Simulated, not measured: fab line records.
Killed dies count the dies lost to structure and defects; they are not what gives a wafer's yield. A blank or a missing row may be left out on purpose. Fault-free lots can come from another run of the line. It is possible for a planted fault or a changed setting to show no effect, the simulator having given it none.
fab line records -- flow n5_finfet
[record] lots = 6, wafers = 18, last_day = 17
route steps=1938 shown BEOL_M6@1243
lots with no fault: from the same line, run without faults
start_h: hours from the record's opening day to when the first of the lot's shown wafers began -- wait_h: time in hours since the lot's previous step -- " same as the row above -- L1.1+2: several wafers, shown together as one row -- - value missing, or start not given -- * or withheld: withheld -- < > ~ a bound
route shown NAME@n: a module of which the file shows steps, and the number in the route of the first -- usual: mean/standard deviation taken from wafers without a fault -- same: alike in all rows -- chamber/n: place in a boat -- sites: readings site by site -- _std_site: standard deviation of those values -- _edge_site: mean of outer sites minus mean of inner sites -- radius_mm: how far each site lies from the wafer's centre -- mask NAME#n: copy n -- behind: the tool/chamber that last shaped the wafer -- hold: why the lot went on hold/how many hours it stayed there/how the hold came to an end -- device: the n, p or np transistor that did not switch -- end of line: the route-end tests of the same wafers -- where a step has no rows: the recipe by itself -- killed: the dies lost at the first sort to structure and to defects; this is not the yield of the wafer -- map: per-die view of a wafer (x killed, . not killed, _ where there is no die)
set.NAME: the setting that was run; set.NAME@STEP: the one run at that earlier step -- model.NAME: the simulator's own value behind a step, which no gauge read
lots at selected steps of the route; one table per step, one row per wafer
services: a tool's chamber out of use, with start hour (start_h, from the record's first day; less than 0 if before it), hours out, and reason
[[steps]]
[step N5_BEOL_M6_HM_STRIP_39]
[recipe] chemistry = peroxide_tin_strip, material = TiN, target_depth_a = 250, temp_c = 50, time_s = 158
[step N5_BEOL_M6_SRD_40]
[recipe] time_s = 30, temp_c = 23, rinse_liquid = diw, dry = ipa_marangoni
[step N5_BEOL_M6_PRECLEAN_42]
[recipe] chemistry = residue_remover, time_s = 60, temp_c = 40
[step N5_BEOL_M6_SRD_43]
[recipe] time_s = 30, temp_c = 23, rinse_liquid = diw, dry = ipa_marangoni
[step N5_BEOL_M6_CD_MEAS_35]
[recipe] target_cd_nm = 40, target_cd_y_nm = 28, polarity = opening
[usual] cd_nm = 39.9/0.64
lot.wafer,tool,chamber,start_h,wait_h,cd_nm
L333.1,cd_sem-02,-,210.58,0.0,41.2
L333.2,cd_sem-02,-,210.58,0.0,39.6
L333.6,cd_sem-02,-,210.58,0.0,39.8
L332.4,cd_sem-03,-,210.99,0.0,40.9
L332.5,cd_sem-03,-,210.99,0.0,41.5
L332.6,cd_sem-03,-,210.99,0.0,41.3
L338.3,cd_sem-02,-,244.44,0.0,40.1
L338.5,cd_sem-02,-,244.44,0.0,39.0
L338.6,cd_sem-02,-,244.44,0.0,40.2
L344.2,cd_sem-02,-,281.31,0.0,39.9
L344.3,cd_sem-02,-,281.31,0.0,40.7
L344.6,cd_sem-02,-,281.31,0.0,40.4
L350.1,cd_sem-01,-,310.77,0.0,39.6
L350.2,cd_sem-01,-,310.77,0.0,40.4
L350.4,cd_sem-01,-,310.77,0.0,40.1
L351.3,cd_sem-03,-,314.62,0.0,39.9
L351.4,cd_sem-03,-,314.62,0.0,39.7
L351.6,cd_sem-03,-,314.62,0.0,39.3
[step N5_BEOL_M6_CURE_75]
[recipe] temp_c = 370, time_s = 120, ambient = DMADMS/He, material = SiCOH_lowk
[usual] lamp_power_pct = 52.31/0.051, wafer_temp_C_max = 371.8/0.56
lot.wafer,tool,chamber,start_h,wait_h,lamp_power_pct,wafer_temp_C_max
L333.1,uv_cure-02,2,210.62,0.0,52.29,371.7
L333.2,uv_cure-02,2,210.62,0.0,52.30,373.1
L333.6,uv_cure-02,2,210.62,0.0,52.30,372.3
L332.4,uv_cure-03,1,211.18,0.2,52.27,371.6
L332.5,uv_cure-03,1,211.18,0.2,52.33,371.7
L332.6,uv_cure-03,1,211.18,0.2,52.33,371.4
L338.3,uv_cure-01,0,244.66,0.2,52.23,372.0
L338.5,uv_cure-01,0,244.66,0.2,52.36,371.7
L338.6,uv_cure-01,0,244.66,0.2,52.38,372.2
L344.2,uv_cure-01,0,281.40,0.1,52.34,372.8
L344.3,uv_cure-01,0,281.40,0.1,52.33,372.8
L344.6,uv_cure-01,0,281.40,0.1,52.29,372.2
L350.1,uv_cure-01,2,310.81,0.0,52.22,371.1
L350.2,uv_cure-01,2,310.81,0.0,52.29,370.9
L350.4,uv_cure-01,2,310.81,0.0,52.32,371.5
L351.3,uv_cure-02,0,314.76,0.1,52.19,372.2
L351.4,uv_cure-02,0,314.76,0.1,52.37,372.3
L351.6,uv_cure-02,0,314.76,0.1,52.25,371.7
[step N5_BEOL_M6_DEGAS_44]
[recipe] ambient = vacuum, temp_c = 250, time_s = 60
[usual] heater_power_w = 329/25
lot.wafer,tool,chamber,start_h,wait_h,heater_power_w
L333.1,pvd_sputter-03,-,211.27,0.6,334
L333.2,pvd_sputter-03,-,211.27,0.6,279
L333.6,pvd_sputter-03,-,211.27,0.6,317
L332.4,pvd_sputter-01,-,212.98,1.7,314
L332.5,pvd_sputter-01,-,212.98,1.7,319
L332.6,pvd_sputter-01,-,212.98,1.7,301
L338.3,pvd_sputter-01,-,245.10,0.4,303
L338.5,pvd_sputter-01,-,245.10,0.4,295
L338.6,pvd_sputter-01,-,245.10,0.4,338
L344.2,pvd_sputter-01,-,282.29,0.8,341
L344.3,pvd_sputter-01,-,282.29,0.8,358
L344.6,pvd_sputter-01,-,282.29,0.8,340
L350.1,pvd_sputter-03,-,311.58,0.7,323
L350.2,pvd_sputter-03,-,311.58,0.7,305
L350.4,pvd_sputter-03,-,311.58,0.7,287
L351.3,pvd_sputter-03,-,315.21,0.4,283
L351.4,pvd_sputter-03,-,315.21,0.4,301
L351.6,pvd_sputter-03,-,315.21,0.4,325
[step N5_BEOL_M6_PRE_CLEAN_45]
[recipe] gas = H2/He, time_s = 30, temp_c = 250
[usual] heater_power_w = 328/24
lot.wafer,tool,chamber,start_h,wait_h,heater_power_w
L333.1,pvd_sputter-03,-,211.31,0.0,336
L333.2,pvd_sputter-03,-,211.31,0.0,277
L333.6,pvd_sputter-03,-,211.31,0.0,328
L332.4,pvd_sputter-01,-,213.02,0.0,317
L332.5,pvd_sputter-01,-,213.02,0.0,317
L332.6,pvd_sputter-01,-,213.02,0.0,304
L338.3,pvd_sputter-01,-,245.14,0.0,302
L338.5,pvd_sputter-01,-,245.14,0.0,305
L338.6,pvd_sputter-01,-,245.14,0.0,339
L344.2,pvd_sputter-01,-,282.33,0.0,336
L344.3,pvd_sputter-01,-,282.33,0.0,364
L344.6,pvd_sputter-01,-,282.33,0.0,344
L350.1,pvd_sputter-03,-,311.62,0.0,318
L350.2,pvd_sputter-03,-,311.62,0.0,301
L350.4,pvd_sputter-03,-,311.62,0.0,281
L351.3,pvd_sputter-03,-,315.25,0.0,279
L351.4,pvd_sputter-03,-,315.25,0.0,302
L351.6,pvd_sputter-03,-,315.25,0.0,321
[step N5_BEOL_M6_ALD_77]
[recipe] material = TaN, target_thk_a = 20, temp_c = 275, ald_precursor_family = PDMAT, ald_co_reactant = NH3, pressure_torr = 3, carrier_flow_sccm = 1500, pulse_time_s = 2, purge_time_s = 3, co_reactant_purge_time_s = 2, co_reactant_pulse_time_s = 3, ald_cycles = 40, precursor_vessel_temp_c = 75, precursor_vessel_pressure_torr = 26.25, precursor_vessel_carrier_sccm = 1000
[usual] heater_power_w = 434/41, precursor_vessel_temp_c = 75.00/0.12
[same] ald_cycles = 40, co_reactant_pulse_time_s = 3, purge_time_s = 3
lot.wafer,tool,chamber,start_h,wait_h,heater_power_w,precursor_vessel_temp_c
L333.1,ald_metal-01,2,211.60,0.3,384,75.50
L333.2,ald_metal-01,0,211.60,0.3,419,74.98
L333.6,ald_metal-01,0,211.60,0.3,421,75.09
L332.4,ald_metal-01,2,213.12,0.1,385,74.99
L332.5,ald_metal-01,1,213.12,0.1,458,75.03
L332.6,ald_metal-01,0,213.12,0.1,427,74.87
L338.3,ald_metal-02,1,245.23,0.1,371,74.88
L338.5,ald_metal-02,0,245.23,0.1,461,75.07
L338.6,ald_metal-02,3,245.23,0.1,426,75.23
L344.2,ald_metal-01,1,282.39,0.0,463,75.02
L344.3,ald_metal-01,3,282.39,0.0,486,74.98
L344.6,ald_metal-01,2,282.39,0.0,373,74.97
L350.1,ald_metal-02,1,311.77,0.1,376,74.86
L350.2,ald_metal-02,0,311.77,0.1,448,74.94
L350.4,ald_metal-02,3,311.77,0.1,430,75.17
L351.3,ald_metal-01,3,315.47,0.2,478,74.77
L351.4,ald_metal-01,2,315.47,0.2,391,75.00
L351.6,ald_metal-01,2,315.47,0.2,370,74.96
[step N5_BEOL_M6_SURFACE_TREAT_79]
[recipe] gas = Ar, time_s = *, ion_energy_ev = *, ion_current_ma_cm2 = 0.5, pressure_mtorr = *, ar_flow_sccm = 30
[step N5_BEOL_M6_CVD_78]
[recipe] material = Co, target_thk_a = 20, temp_c = withheld, precursor = CCTBA/H2, pressure_torr = 30, time_s = 142.3
[step N5_BEOL_M6_SPUTTER_48]
[recipe] material = Cu, target_thk_a = 100, temp_c = -20, bias_v = 60, power_w = 26000, chamber_pressure_pa = 0.13, time_s = 1.667
[usual] cathode_dc_power_W = 25999/4.9, throttle_valve_pct = 29.7/0.94
lot.wafer,tool,chamber,start_h,wait_h,cathode_dc_power_W,throttle_valve_pct
L333.1,pvd_sputter-01,-,212.82,0.6,26001,29.7
L333.2,pvd_sputter-01,-,212.82,0.6,25994,29.5
L333.6,pvd_sputter-01,-,212.82,0.6,25999,29.9
L332.4,pvd_sputter-02,-,213.86,0.2,26000,30.3
L332.5,pvd_sputter-02,-,213.86,0.2,25997,31.2
L332.6,pvd_sputter-02,-,213.86,0.2,26001,29.6
L338.3,pvd_sputter-01,-,245.80,0.2,25997,28.1
L338.5,pvd_sputter-01,-,245.80,0.2,25994,29.8
L338.6,pvd_sputter-01,-,245.80,0.2,26002,29.4
L344.2,pvd_sputter-02,-,283.15,0.4,25996,29.7
L344.3,pvd_sputter-02,-,283.15,0.4,26000,31.1
L344.6,pvd_sputter-02,-,283.15,0.4,25998,29.2
L350.1,pvd_sputter-02,-,312.23,0.1,25996,29.7
L350.2,pvd_sputter-02,-,312.23,0.1,26004,30.9
L350.4,pvd_sputter-02,-,312.23,0.1,25993,30.4
L351.3,pvd_sputter-01,-,319.20,2.9,26008,29.7
L351.4,pvd_sputter-01,-,319.20,2.9,25992,30.1
L351.6,pvd_sputter-01,-,319.20,2.9,25999,30.2
[step N5_BEOL_M6_ECD_50]
[recipe] material = Cu, target_thk_a = 3000
lot.wafer,tool,chamber,start_h,wait_h
L333.1+2+6,ecd_cu-02,"1,0,1",212.93,0.1
L332.4+5+6,ecd_cu-01,"0,1,0",214.00,0.1
L338.3+5+6,ecd_cu-02,"0,1,0",245.94,0.1
L344.2+3+6,ecd_cu-01,"1,1,0",283.38,0.2
L350.1+2+4,ecd_cu-01,"0,1,0",312.34,0.1
L351.3+4+6,ecd_cu-02,"0,1,0",319.34,0.1
[step N5_BEOL_M6_ANNEAL_51]
[recipe] temp_c = 225, time_s = 90, ambient = N2
[step N5_BEOL_M6_CMP_52]
[recipe] stop_on = SiCOH_lowk, t_overpolish_s = 6.9, down_force_psi = 1, platen_rpm = 50, clearing_platen_down_force_psi = 1.5, clearing_platen_rpm = 50, post_cmp_clean = cu_alkaline, target_thk_nm = 80, clearing_platen_pad_velocity_m_s = 0.99484, pad_velocity_m_s = 0.99484
[usual] motor_current_A = 6.3/0.64, time_to_endpoint_s = 62/3.8
lot.wafer,tool,chamber,start_h,wait_h,motor_current_A,time_to_endpoint_s
L333.1,cmp-02,3,213.41,0.3,6.8,3
L333.2,cmp-02,2,213.41,0.3,6.1,0
L333.6,cmp-02,0,213.41,0.3,6.7,0
L332.4,cmp-04,1,215.01,0.2,7.7,3
L332.5,cmp-04,0,215.01,0.2,5.9,1
L332.6,cmp-04,1,215.01,0.2,7.6,2
L338.3,cmp-02,1,246.44,0.2,6.2,61
L338.5,cmp-02,1,246.44,0.2,6.0,62
L338.6,cmp-02,2,246.44,0.2,6.3,57
L344.2,cmp-04,0,284.25,0.2,6.3,67
L344.3,cmp-04,2,284.25,0.2,7.3,70
L344.6,cmp-04,0,284.25,0.2,6.2,67
L350.4,cmp-02,0,312.85,0.1,7.0,62
L350.1,cmp-02,1,312.85,0.1,6.2,60
L350.2,cmp-02,3,312.85,0.1,6.3,68
L351.3,cmp-01,2,319.84,0.2,6.1,59
L351.4,cmp-01,0,319.84,0.2,5.6,64
L351.6,cmp-01,2,319.84,0.2,5.7,60
[[services]]
tool,chamber,start_h,hours,kind
cmp-01,-,195.44,2.3,repair
cmp-04,-,198.53,0.2,repair
cmp-02,-,200.12,5.6,pm
ald_metal-01,1,202.78,8.2,repair
uv_cure-01,-,217.77,2.1,pm
uv_cure-02,-,221.96,3.4,pm
cmp-02,-,224.03,4.0,pm
cmp-02,-,228.03,-,consumable_replace:conditioner
cmp-04,-,233.49,3.8,repair
uv_cure-02,-,235.10,28.1,pm
cmp-02,-,235.30,2.8,repair
uv_cure-01,-,249.88,0.8,repair
ald_metal-02,-,274.06,0.6,repair
uv_cure-01,-,277.81,1.0,repair
ecd_cu-01,-,277.97,0.3,repair
cmp-02,-,286.37,0.2,repair
ald_metal-01,-,287.18,1.2,pm
uv_cure-01,-,291.28,2.8,pm
ecd_cu-02,-,293.24,7.7,pm
uv_cure-03,-,296.03,1.0,repair
uv_cure-02,-,299.19,2.8,pm
cmp-04,-,299.99,1.2,repair
ald_metal-01,-,310.39,1.2,repair
pvd_sputter-02,-,316.01,7.5,repair
[[key]]
[first_sign] step = N5_BEOL_M6_CMP_52, reading = time_to_endpoint_s, direction = down, sigmas = 16, usual = *, struck = *
effect none on later readings
met_at N5_BEOL_M6_ECD_50
struck_wafers L332.4,L332.5,L332.6,L333.1,L333.2,L333.6
rows_end L332.4,L332.5,L332.6,L333.1,L333.2,L333.6
[earlier_fault] kind = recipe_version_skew, tool = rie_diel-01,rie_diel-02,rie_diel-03, chamber = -, onset_h = 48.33, steps = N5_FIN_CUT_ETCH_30, wrong_recipe.time_s = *
[fault] kind = skipped_step_whole, tool = ecd_cu-01,ecd_cu-02, chamber = -, onset_h = 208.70, steps = N5_BEOL_M6_ECD_50, scope = struck_lots_only
// rows_end: these wafers met a further fault down the route, and their rows from its step on are left out
